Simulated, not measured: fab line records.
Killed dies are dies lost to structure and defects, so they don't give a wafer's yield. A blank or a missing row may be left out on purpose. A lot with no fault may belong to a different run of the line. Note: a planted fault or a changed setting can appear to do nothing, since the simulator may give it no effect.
fab line records    flow nand_harc
[record] lots = 12  wafers = 36  last_day = 34
route steps=1302 shown A_CONTACT@1025 END@1302
lots with no fault: from the same line, run without faults
start_h: hours from the record's first day to the start of the lot's first wafer shown    wait_h: hours from the lot's prior step to this one    " as in the row above    L1.1+2: a row that stands for several wafers    - either no value or no given start    * or withheld: withheld    < > ~ a bound
route shown NAME@n: NAME is a module with steps in the file, n the number in the route of the first one    usual: mean/standard deviation of fault-free wafers    same: alike in all rows    chamber/n: place in a boat    sites: per-site readings    _std_site: the values' standard deviation    _edge_site: mean of outer sites minus mean of inner sites    radius_mm: how far each site lies from the wafer's centre    mask NAME#n: copy n    behind: the most recent tool/chamber to have shaped the wafer    hold: why the lot went on hold/how many hours it stayed there/how the hold came to an end    device: the transistor (n, p or np) that didn't switch    end of line: the route-end tests of the same wafers    where a step has no rows: the recipe by itself    killed: dies that structure and defects cost at the first sort, which is not the same as the wafer's yield    map: a wafer's dies, x killed, . not, _ none there
set.NAME: the setting that was run; set.NAME@STEP: the one run at that earlier step    model.NAME: the simulator's own value behind a step, which no gauge read
the route's steps for a sample of lots (tables are steps, rows are wafers)
services: when a tool's chamber went out of use (start_h, in hours from the record's first day, below 0 if earlier), for how many hours, and the reason
[[steps]]
[step NHARC_A_CONTACT_STRIP_55]
[recipe] o2_flow_sccm = 500  ar_flow_sccm = 0  bias_w = 0  chemistry = O2
[usual] drypump_motor_current_A = 5.7/0.56  oes_product_au = 1.000/0.007  rf_vpp_V = 57.8/1  showerhead_plenum_p_Torr = 3.51/0.19  throttle_valve_pct = 17.035/0.0093
[same] bias_w = 0
lot.wafer  tool         chamber  start_h  wait_h  drypump_motor_current_A  oes_product_au  rf_hours_counter_h  rf_vpp_V  showerhead_plenum_p_Torr  throttle_valve_pct
L523.1     rie_diel-04  1        -        -       4.9                      1.008           41                  58.0      3.75                      17.050
L523.4     "            2        "        "       5.5                      1.001           43                  57.7      3.46                      17.046
L523.2     "            0        "        "       5.7                      0.999           42                  55.2      3.42                      17.031
L524.4     rie_diel-08  1        -        -       6.0                      0.997           51                  59.4      3.78                      17.044
L524.1     "            2        "        "       5.2                      0.990           43                  56.4      3.35                      17.035
L524.5     "            3        "        "       5.2                      1.002           -                   58.1      3.51                      17.027
L527.1     rie_diel-03  2        -        -       6.0                      0.996           12                  56.6      3.27                      17.041
L527.2     "            0        "        "       5.1                      1.003           14                  59.1      3.80                      17.042
L527.6     "            2        "        "       6.1                      1.005           -                   56.9      3.27                      17.029
L526.3     rie_diel-03  0        -        -       5.1                      1.003           16                  59.6      3.80                      17.046
L526.6     "            0        "        "       5.1                      0.994           -                   57.3      3.80                      17.016
L526.5     "            1        "        "       6.7                      1.011           -                   56.1      3.33                      17.028
L528.3     rie_diel-08  2        -        -       5.3                      1.000           1                   57.3      3.35                      17.030
L528.6     "            3        "        "       5.2                      0.990           -                   58.7      3.51                      17.024
L528.5     "            0        "        "       5.4                      0.991           -                   56.0      3.33                      17.026
L533.4     rie_diel-03  3        -        -       6.2                      1.006           20                  56.3      3.50                      17.060
L533.2     "            0        "        "       5.1                      1.002           23                  59.5      3.80                      17.024
L533.6     "            2        "        "       6.0                      1.005           -                   57.2      3.27                      17.024
L532.3     rie_diel-03  2        -        -       6.1                      1.007           21                  57.4      3.27                      17.035
L532.4     "            1        "        "       6.7                      1.008           22                  57.2      3.33                      17.046
L532.6     "            2        "        "       6.1                      1.004           -                   57.4      3.27                      17.044
L537.2     rie_diel-04  3        -        -       5.9                      0.988           32                  58.4      3.76                      17.039
L537.1     "            0        "        "       5.7                      1.004           36                  58.1      3.39                      17.034
L537.6     "            3        "        "       5.9                      1.002           -                   59.1      3.76                      17.043
L542.4     rie_diel-08  1        -        -       6.0                      0.993           46                  58.4      3.75                      17.035
L542.3     "            3        "        "       5.3                      0.995           46                  57.1      3.48                      17.051
L542.2     "            0        "        "       5.4                      0.996           47                  58.3      3.31                      17.023
L543.1     rie_diel-03  3        -        -       6.2                      0.998           8                   59.0      3.49                      17.035
L543.3     "            0        "        "       5.1                      0.998           9                   57.7      3.79                      17.030
L543.2     "            2        "        "       6.0                      0.991           8                   57.6      3.80                      17.041
L544.2     rie_diel-03  2        -        -       6.0                      0.987           13                  59.2      3.80                      17.051
L544.1     "            3        "        "       6.2                      0.992           11                  58.5      3.49                      17.040
L544.5     "            0        "        "       5.1                      0.999           -                   58.3      3.78                      17.020
L545.2     rie_diel-08  2        -        -       5.2                      0.996           2                   58.1      3.32                      17.022
L545.4     "            1        "        "       6.0                      1.011           2                   57.4      3.74                      17.050
L545.6     "            3        "        "       5.2                      1.000           -                   57.1      3.48                      17.053
[step NHARC_A_CONTACT_OVL_MEAS_70]
[usual] overlay_x_nm = -0.1/0.74  overlay_y_nm = -0.1/1
lot.wafer  tool        chamber  start_h  wait_h  overlay_x_nm  overlay_y_nm
L523.1     overlay-02  -        513.63   -       -0.9          0.7
L523.2     "           -        "        "       -1.9          0.9
L523.4     "           -        "        "       -1.5          0.7
L524.1     overlay-01  -        530.26   -       -1.0          -0.1
L524.4     "           -        "        "       -1.4          0.2
L524.5     "           -        "        "       -0.9          0.2
L527.1     overlay-01  -        555.69   -       0.1           0.8
L527.2     "           -        "        "       0.5           1.0
L527.6     "           -        "        "       0.7           1.2
L526.3     overlay-01  -        563.02   -       -0.7          0.4
L526.5     "           -        "        "       -0.2          1.0
L526.6     "           -        "        "       0.0           0.0
L528.3     overlay-01  -        566.58   -       -0.2          -0.2
L528.5     "           -        "        "       -0.3          0.1
L528.6     "           -        "        "       -1.0          -0.2
L533.2     overlay-01  -        597.51   -       -0.3          0.8
L533.4     "           -        "        "       0.0           0.7
L533.6     "           -        "        "       -0.7          1.4
L532.3     overlay-02  -        601.19   -       -0.1          -1.2
L532.4     "           -        "        "       -0.5          -1.2
L532.6     "           -        "        "       -0.6          -1.7
L537.1     overlay-02  -        649.33   -       -1.0          2.0
L537.2     "           -        "        "       -1.0          1.2
L537.6     "           -        "        "       -0.7          1.4
L542.2     overlay-01  -        705.84   -       0.0           -1.0
L542.3     "           -        "        "       -0.8          -1.0
L542.4     "           -        "        "       -0.2          -1.5
L543.1     overlay-01  -        707.72   -       -0.8          -1.5
L543.2     "           -        "        "       -1.0          -1.3
L543.3     "           -        "        "       -0.8          -0.8
L544.1     overlay-02  -        727.79   -       0.2           -0.3
L544.2     "           -        "        "       -0.1          -0.5
L544.5     "           -        "        "       0.6           -1.5
L545.2     overlay-01  -        743.62   -       0.7           -0.2
L545.4     "           -        "        "       1.1           -0.5
L545.6     "           -        "        "       1.3           -0.3
[step NHARC_A_CONTACT_ETCH_78]
[recipe] target_depth_a = 53000  over_etch_frac = 0.3  time_s = 1378  ion_energy_ev = 150  o2_flow_sccm = 400  cos_flow_sccm = 20  ar_flow_sccm = 0  rf_w = 500  bias_w = 300  chemistry = O2/COS
[usual] bias_w = 300.0/0.88  drypump_motor_current_A = 5.9/0.56  oes_product_au = 1.000/0.0068  over_etch_frac = 0.3/0  rf_vpp_V = 314.1/2.8  showerhead_plenum_p_Torr = 3.12/0.18  throttle_valve_pct = 28.330/0.0077
lot.wafer  tool         chamber  start_h  wait_h  bias_w  drypump_motor_current_A  oes_product_au  over_etch_frac  rf_hours_counter_h  rf_vpp_V  showerhead_plenum_p_Torr  throttle_valve_pct
L523.1     rie_diel-04  3        517.18   -       300.3   5.9                      1.006           0.3             47                  317.4     3.35                      28.338
L523.2     "            0        "        "       299.9   5.7                      1.007           0.3             48                  311.6     3.02                      28.337
L523.4     "            1        "        "       299.4   4.8                      1.000           0.3             47                  316.1     3.32                      28.333
L524.4     rie_diel-03  0        530.97   -       299.1   5.1                      0.994           0.3             11                  315.7     3.37                      28.335
L524.1     "            3        "        "       300.2   6.2                      1.003           0.3             8                   312.5     3.10                      28.335
L524.5     "            1        "        "       300.6   6.7                      1.010           0.3             -                   313.2     2.95                      28.339
L527.1     rie_diel-08  3        556.58   -       299.7   5.3                      0.989           0.3             1                   313.9     3.10                      28.321
L527.2     "            1        "        "       301.0   6.0                      1.005           0.3             1                   317.1     3.34                      28.339
L527.6     "            3        "        "       300.2   5.2                      1.001           0.3             -                   313.9     3.10                      28.339
L526.3     rie_diel-03  3        563.82   -       297.8   6.2                      1.006           0.3             15                  313.3     3.10                      28.329
L526.6     "            2        "        "       300.9   6.0                      1.011           0.3             -                   311.0     2.89                      28.332
L526.5     "            3        "        "       299.4   6.2                      1.003           0.3             -                   314.0     3.10                      28.331
L528.3     rie_diel-03  3        567.58   -       301.1   6.2                      1.009           0.3             16                  313.4     3.10                      28.330
L528.6     "            0        "        "       300.2   5.1                      1.005           0.3             -                   316.4     3.36                      28.328
L528.5     "            1        "        "       301.3   6.7                      1.004           0.3             -                   312.2     2.94                      28.327
L533.2     rie_diel-03  1        598.21   -       299.5   6.7                      1.004           0.27269         23                  311.4     2.94                      28.338
L533.4     "            3        "        "       299.8   6.2                      1.000           0.3             21                  314.8     3.10                      28.331
L533.6     "            2        "        "       298.3   6.1                      0.996           0.3             -                   311.4     2.89                      28.328
L532.4     rie_diel-03  2        602.09   -       299.2   6.1                      1.000           0.3             23                  310.9     2.89                      28.323
L532.3     "            3        "        "       300.4   6.2                      0.993           0.3             22                  313.3     3.10                      28.321
L532.6     "            1        "        "       300.8   6.7                      0.999           0.27269         -                   311.9     2.94                      28.341
L537.1     rie_diel-04  3        650.14   -       299.1   5.9                      0.992           0.3             35                  316.8     3.33                      28.315
L537.2     "            1        "        "       300.4   4.9                      0.999           0.3             38                  317.5     3.29                      28.332
L537.6     "            3        "        "       301.0   5.9                      0.994           0.3             -                   317.1     3.33                      28.329
L542.3     rie_diel-03  2        706.54   -       300.8   6.0                      1.003           0.3             9                   318.4     3.37                      28.328
L542.2     "            3        "        "       298.8   6.2                      1.006           0.3             8                   314.3     3.09                      28.336
L542.4     "            1        "        "       298.4   6.7                      0.997           0.3             10                  310.9     2.93                      28.332
L543.3     rie_diel-03  1        708.42   -       299.2   6.7                      0.987           0.3             10                  310.9     2.93                      28.328
L543.2     "            3        "        "       299.6   6.2                      1.000           0.3             9                   313.4     3.09                      28.309
L543.1     "            0        "        "       299.6   5.1                      1.001           0.3             10                  318.7     3.35                      28.329
L544.2     rie_diel-03  2        728.50   -       299.7   6.1                      1.004           0.3             13                  317.9     3.37                      28.333
L544.1     "            1        "        "       299.5   6.7                      0.998           0.3             14                  312.0     2.93                      28.335
L544.5     "            2        "        "       299.8   6.0                      1.013           0.3             -                   317.6     3.37                      28.322
L545.2     rie_diel-03  2        744.32   -       300.7   6.0                      0.998           0.3             16                  317.7     3.36                      28.332
L545.4     "            1        "        "       299.5   6.7                      0.991           0.3             16                  310.5     2.93                      28.344
L545.6     "            3        "        "       300.9   6.2                      0.998           0.3             -                   315.0     3.09                      28.333
[step NHARC_A_CONTACT_ETCH_130]
[recipe] source_w = withheld  pressure_mtorr = 20  bias_v = 3000  time_s = 197  target_depth_a = 19180  ar_flow_sccm = withheld  c4f8_flow_sccm = withheld  o2_flow_sccm = withheld  chemistry = C4F8/O2/Ar
lot.wafer  tool             chamber  start_h  wait_h  rf_hours_counter_h
L523.2     har_cap_etch-02  0        519.20   0.1     87
L523.1     "                1        "        "       87
L523.4     "                0        "        "       -
L524.1     har_cap_etch-01  1        533.35   0.2     5
L524.4     "                1        "        "       -
L524.5     "                0        "        "       -
L527.2     har_cap_etch-01  1        558.50   0.1     9
L527.1     "                0        "        "       9
L527.6     "                0        "        "       -
L526.3     har_cap_etch-03  0        565.84   0.1     -
L526.5     "                1        "        "       -
L526.6     "                0        "        "       -
L528.3     har_cap_etch-02  0        569.77   0.2     -
L528.6     "                1        "        "       -
L528.5     "                0        "        "       -
L533.2     har_cap_etch-02  1        600.24   0.1     102
L533.4     "                1        "        "       -
L533.6     "                0        "        "       -
L532.3     har_cap_etch-03  0        603.98   0.1     -
L532.4     "                1        "        "       -
L532.6     "                0        "        "       -
L537.1     har_cap_etch-01  1        652.05   0.1     24
L537.2     "                0        "        "       24
L537.6     "                1        "        "       -
L542.2     har_cap_etch-02  1        708.55   0.1     123
L542.3     "                1        "        "       -
L542.4     "                0        "        "       -
L543.1     har_cap_etch-03  0        710.43   0.1     80
L543.2     "                1        "        "       80
L543.3     "                1        "        "       -
L544.1     har_cap_etch-01  0        730.52   0.1     36
L544.2     "                1        "        "       36
L544.5     "                0        "        "       -
L545.2     har_cap_etch-02  0        746.34   0.1     128
L545.4     "                0        "        "       -
L545.6     "                1        "        "       -
[step NHARC_END_SORT_01]
[recipe] temp_c = 25
[usual] killed_at_array = 54/23  killed_at_other = 1.2/1.5  killed_at_periphery = 3.9/2.5  killed_dies = 59/23  killed_open = 3.2/1.7  killed_short = 2.4/1.6
[same] gross_dies = 677
lot.wafer  tool       chamber  start_h  wait_h  killed_at_array  killed_at_other  killed_at_periphery  killed_dies  killed_open  killed_short
L537.1     prober-01  0        713.83   2.5     74               1                7                    82           1            1
L537.2     prober-01  0        714.63   2.8     84               0                3                    87           1            2
L537.6     prober-01  0        717.82   4.0     73               2                7                    82           3            2
// killed by level:class
L537.1 A_CHANNEL_HOLE_D1:chamber_film_flake=35 A_SLIT:chamber_film_flake=20 A_STAIRCASE:chamber_film_flake=11 P_M2:chamber_film_flake=4 A_CONTACT:chamber_film_flake=4 P_ZERO_WELL:chamber_film_flake=2 P_M0:geometric_particle:open=1 A_WL_FILL:geometric_particle:short=1
L537.2 A_CHANNEL_HOLE_D1:chamber_film_flake=39 A_SLIT:chamber_film_flake=26 A_CONTACT:chamber_film_flake=8 A_STAIRCASE:chamber_film_flake=7 P_M2:chamber_film_flake=3 A_CHANNEL_FILL_D1:geometric_particle:short=1 A_BLC:geometric_particle:open=1 A_M0:geometric_particle:short=1
L537.6 A_CHANNEL_HOLE_D1:chamber_film_flake=30 A_SLIT:chamber_film_flake=25 A_STAIRCASE:chamber_film_flake=7 P_M2:chamber_film_flake=5 A_CONTACT:chamber_film_flake=5 A_SOURCE_PLATE:geometric_particle:open=1 A_ONON_D1:geometric_particle:open=1 A_DECK1_JOINT:geometric_particle:short=1
[[services]]
tool             chamber  start_h  hours  kind
rie_diel-03      0        492.02   -      clean
rie_diel-03      1        492.02   -      clean
rie_diel-03      2        492.02   -      clean
rie_diel-03      3        492.02   -      clean
har_cap_etch-01  -        497.53   17.0   pm
rie_diel-03      0        516.52   -      clean
rie_diel-03      1        516.52   -      clean
rie_diel-03      2        516.52   -      clean
rie_diel-03      3        516.52   -      clean
rie_diel-04      -        534.07   9.0    pm
rie_diel-03      0        541.02   -      clean
rie_diel-03      1        541.02   -      clean
rie_diel-03      2        541.02   -      clean
rie_diel-03      3        541.02   -      clean
rie_diel-08      -        544.83   9.0    pm
har_cap_etch-01  -        599.25   1.1    repair
rie_diel-03      2        608.39   14.6   repair
rie_diel-04      -        631.84   2.2    repair
rie_diel-03      -        635.52   9.0    pm
rie_diel-08      3        694.65   5.5    repair
rie_diel-04      -        704.29   1.0    repair
rie_diel-04      -        711.07   9.0    pm
har_cap_etch-01  -        718.74   0.5    repair
rie_diel-08      -        721.83   9.0    pm
[[key]]
[first_sign] step = NHARC_A_CONTACT_ETCH_78  reading = over_etch_frac  direction = down  sigmas = 99+  usual = 0.3  struck = 0.27269
effect none on later readings
met_at NHARC_A_CONTACT_ETCH_78
struck_lots L532,L533
struck_wafers L532.6,L533.2
tester_left_out L532,L533
not_acting_at NHARC_A_CONTACT_STRIP_55,NHARC_A_CONTACT_OVL_MEAS_70,NHARC_A_CONTACT_ETCH_130
onset_between 567.58 598.21
[fault] kind = process_parameter_drift  tool = rie_diel-03  chamber = 1  onset_h = 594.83  steps = NHARC_A_CONTACT_ETCH_78  channel = over_etch_frac  offset = -0.027306  shape = step  end_h = 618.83  acts_in = these_recipes_only  stated = 0.3
// tester_left_out: of these lots the tester's yield and bins aren't shown, on N5 and GAA mostly nor the transistor test; their killed dies are dies lost to structure and defects alone, not to doping, threshold or leakage, so they don't give the yield
